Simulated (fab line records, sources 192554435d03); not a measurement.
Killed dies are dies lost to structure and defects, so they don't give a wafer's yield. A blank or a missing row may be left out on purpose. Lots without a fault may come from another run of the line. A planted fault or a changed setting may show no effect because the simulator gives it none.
A struck lot beside a sound one | flow n5_finfet | 25 steps out of a route of 1938
Sound: wafers L370.2, L370.3, L370.6. Struck: wafer L380.1. (L380.3 of the same lot was not struck and is left out.) The cause comes at the end.
At each step with rows: each side's tool, then ch and its chambers, then its first start. Under that, the readings that differ: sound wafers | struck wafers | difference of the means | sigmas: that difference in standard deviations of wafers without a fault.
alike: readings whose means differ by less than 2 such deviations, and words and numbers that are the same on both sides. not compared: withheld readings, readings that some wafer has no value for, bounds like >300 that may hide the same value, and numbers for which the record gives no deviation and whose values overlap.
The two part at a step that has a row with sigmas, a row that says differs or no value, or rows on one side only. Numbers that don't overlap but have no deviation are shown without sigmas and don't part them. A reading that every wafer of one side lacks parts them only if that side has two wafers or more.

N5_BEOL_M7_RS_MEAS_57: measures by four-point-probe.
  sound on film_metro-02, day 10 09:15; struck on film_metro-02, day 12 11:23
  alike: M7_RS
N5_BEOL_M7_INSPECT_58: inspects for defects (darkfield).
  sound on defect_inspect-01, day 10 09:17; struck on defect_inspect-01, day 12 11:25
  alike: raw_defect_count
then, 1 step without rows for these wafers: N5_BEOL_M8_ILD_DEP_00 (deposits SiCOH lowk from DEMS/porogen, target thk 179.75 nm, time 33.4 s).
N5_BEOL_M8_CURE_74: cures SiCOH lowk, time 240 s.
  sound on uv_cure-03 ch 2, day 10 09:28; struck on uv_cure-03 ch 1, day 12 11:43
  alike: lamp_power_pct, wafer_temp_C_max
N5_BEOL_M8_THK_MEAS_01:
  sound on film_metro-02, day 10 09:53; struck on film_metro-01, day 12 12:14
  alike: M8_ILD_THK
N5_BEOL_M8_PECVD_70: deposits SiO2 from TEOS/O2, target thk 20 nm, time 22.7 s.
  sound on pecvd-04 ch 0,1, day 10 09:56; struck on pecvd-03 ch 1, day 12 12:16
  reading                | sound          | struck | difference | sigmas
  heater_power_w (W)     | 657 766 674    | 534    | -165       | -2
  throttle_valve_pct (%) | 24.0 22.2 23.6 | 21.5   | -1.8       | -2
  alike: showerhead_plenum_p_Torr, showerhead_vpp_V
N5_BEOL_M8_HM_DEP_02: deposits TiN, target thk 20 nm.
  sound on pvd_sputter-01, day 10 10:01; struck on pvd_sputter-03, day 12 13:01
  reading              | sound             | struck | difference | sigmas
  substrate_temp_c (C) | 24.99 25.10 24.91 | 24.76  | -0.24      | -2
  alike: chamber_pressure_pa, throttle_valve_pct
then, 5 steps without rows for these wafers: N5_BEOL_M8_COAT_59 (time 60 s, resist thk 100 nm); N5_BEOL_M8_COAT_60 (time 60 s, resist thk 35 nm); N5_BEOL_M8_COAT_05 (resist thk 90 nm); N5_BEOL_M8_EBR_07; N5_BEOL_M8_SOFTBAKE_06 (time 60 s).
N5_BEOL_M8_EXPOSE_08: exposes mask M8.
  sound on arfi_scanner-01 ch 0, day 10 10:16; struck on arfi_scanner-03 ch 0, day 12 13:23
  alike: mask
then, 2 steps without rows for these wafers: N5_BEOL_M8_PEB_09 (peb time 60 s); N5_BEOL_M8_DEVELOP_10 (develop time 30 s).
N5_BEOL_M8_CD_MEAS_11: target cd 38.5 nm.
  sound on cd_sem-01 ch 0, day 10 10:23; struck on cd_sem-03 ch 0, day 12 13:31
  reading    | sound          | struck | difference | sigmas
  cd_nm (nm) | 39.4 38.7 38.7 | 37.5   | -1.4       | -3
N5_BEOL_M8_OVL_MEAS_12:
  sound on overlay-01 ch 0, day 10 10:25; struck on overlay-02 ch 0, day 12 13:32
  alike: M8_OVL
N5_BEOL_M8_INSPECT_13: inspects for defects (brightfield).
  sound on defect_inspect-01, day 10 10:26; struck on defect_inspect-01, day 12 13:34
  alike: raw_defect_count
N5_BEOL_M8_DESCUM_16: chemistry O2, time 7.9 s.
  sound on rie_diel-01 ch 0,1, day 10 10:50; struck on rie_diel-04 ch 1, day 12 13:36
  reading                     | sound       | struck | difference | sigmas
  drypump_motor_current_A (A) | 6.6 6.5 6.6 | 5.7    | -0.9       | -2
  alike: o2_flow_sccm, oes_product_au, rf_vpp_V, showerhead_plenum_p_Torr, temp_c, throttle_valve_pct
  not compared: rf_hours_counter_h
N5_BEOL_M8_ETCH_61: etches SiARC in CF4, target depth 45.5 nm, time 75.8 s.
  sound on rie_diel-01 ch 0,1, day 10 10:52; struck on rie_diel-04 ch 1, day 12 13:38
  reading                         | sound       | struck | difference | sigmas
  drypump_motor_current_A (A)     | 6.7 6.5 6.6 | 5.7    | -0.9       | -2
  model.BEOL_M8.cd_offset_nm (nm) | 0.8 0.4 0.4 | -1.2   | -1.7       |
  alike: cf4_flow_sccm, etch_rf_on_time_s, oes_product_au, rf_vpp_V, showerhead_plenum_p_Torr, throttle_valve_pct
  not compared: rf_hours_counter_h
then, 2 steps without rows for these wafers: N5_BEOL_M8_ETCH_62 (etches SOC in N2/H2, target depth 110 nm, overetch 22 nm, time 165 s); N5_BEOL_M8_STRIP_68 (strips in N2/H2).
N5_BEOL_M8_STRIP_67: strips in CF4.
  sound on rie_diel-01 ch 0,1, day 10 11:04; struck on rie_diel-04 ch 1, day 12 13:50
  reading                     | sound             | struck | difference | sigmas
  cf4_flow_sccm (sccm)        | 150.2 149.9 150.3 | 149.2  | -0.9       | -2
  drypump_motor_current_A (A) | 6.6 6.4 6.7       | 5.7    | -0.9       | -2
  alike: oes_product_au, rf_vpp_V, showerhead_plenum_p_Torr, throttle_valve_pct
  not compared: rf_hours_counter_h
N5_BEOL_M8_HM_OPEN_17: chemistry Cl2/BCl3, target TiN, target depth 20 nm, overetch 6 nm.
  sound on rie_metal-03 ch 1, day 10 11:06; struck on rie_metal-03 ch 1, day 12 13:55
  reading                         | sound       | struck | difference | sigmas
  model.BEOL_M8.cd_offset_nm (nm) | 0.8 0.4 0.4 | -1.4   | -1.9       |
  alike: drypump_motor_current_A, oes_product_au, throttle_valve_pct
  not compared: rf_hours_counter_h
then, 1 step without rows for these wafers: N5_BEOL_M8_STRIP_19 (strips in O2).

WHERE THEY PART
First at N5_BEOL_M8_PECVD_70; last, within this record, at N5_BEOL_M8_STRIP_67. Later steps at which nothing parts them and some readings are alike: N5_BEOL_M8_HM_OPEN_17.

WHY: what the simulator had put in
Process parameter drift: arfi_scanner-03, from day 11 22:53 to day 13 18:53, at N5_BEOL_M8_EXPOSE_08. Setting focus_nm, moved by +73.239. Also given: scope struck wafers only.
